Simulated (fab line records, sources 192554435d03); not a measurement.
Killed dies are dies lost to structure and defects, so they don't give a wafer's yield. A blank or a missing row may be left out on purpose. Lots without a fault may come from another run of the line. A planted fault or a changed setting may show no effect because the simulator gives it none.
Chamber matching | flow n5_finfet | N5_BEOL_M5_CURE_80 on uv_cure-01: 3 sister chambers
The step cures SiCOH lowk, time 120 s. 3 wafers are shown with their chamber, then 9 later ones without.

WAFERS WITH THEIR CHAMBER
wafer  | chamber | wafer_temp_C_max
L080.6 | 1       | 373.5
L079.6 | 2       | 371.6
L081.6 | 0       | 372.5

WAFERS WITHOUT THEIR CHAMBER
wafer  | wafer_temp_C_max
L083.4 | 372.7
L083.5 | 372.6
L083.6 | 373.7
L086.1 | 372.9
L086.3 | 372.2
L086.5 | 371.9
L090.1 | 371.5
L090.3 | 371.5
L090.5 | 372.1

WHICH CHAMBER EACH WENT THROUGH
wafer  | from the rows above     | in truth
L083.4 | 0                       | 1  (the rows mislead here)
L083.5 | 0                       | 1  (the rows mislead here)
L083.6 | 1                       | 1
L086.1 | can't be placed: 0 or 1 | 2
L086.3 | can't be placed: 0 or 2 | 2
L086.5 | can't be placed: 2 or 0 | 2
L090.1 | 2                       | 2
L090.3 | 2                       | 2
L090.5 | can't be placed: 0 or 2 | 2
Placed correctly: 3 of 9. Can't be placed from these rows: 4 (the true chamber is among the candidates in 3). Placed wrongly: 2.
How it was worked out, from the rows above alone: a wafer's distance from a chamber is the root of the sum, over the readings, of the square of ((its reading less the chamber's mean) divided by the reading's scatter). The wafer belongs to the nearest chamber; if the next one is less than 2 further off, it can't be placed. A chamber's mean is the mean of its shown wafers. The scatter: with one shown wafer a chamber, the root of the mean of the squares of how far each hidden wafer lies from its nearest shown one.
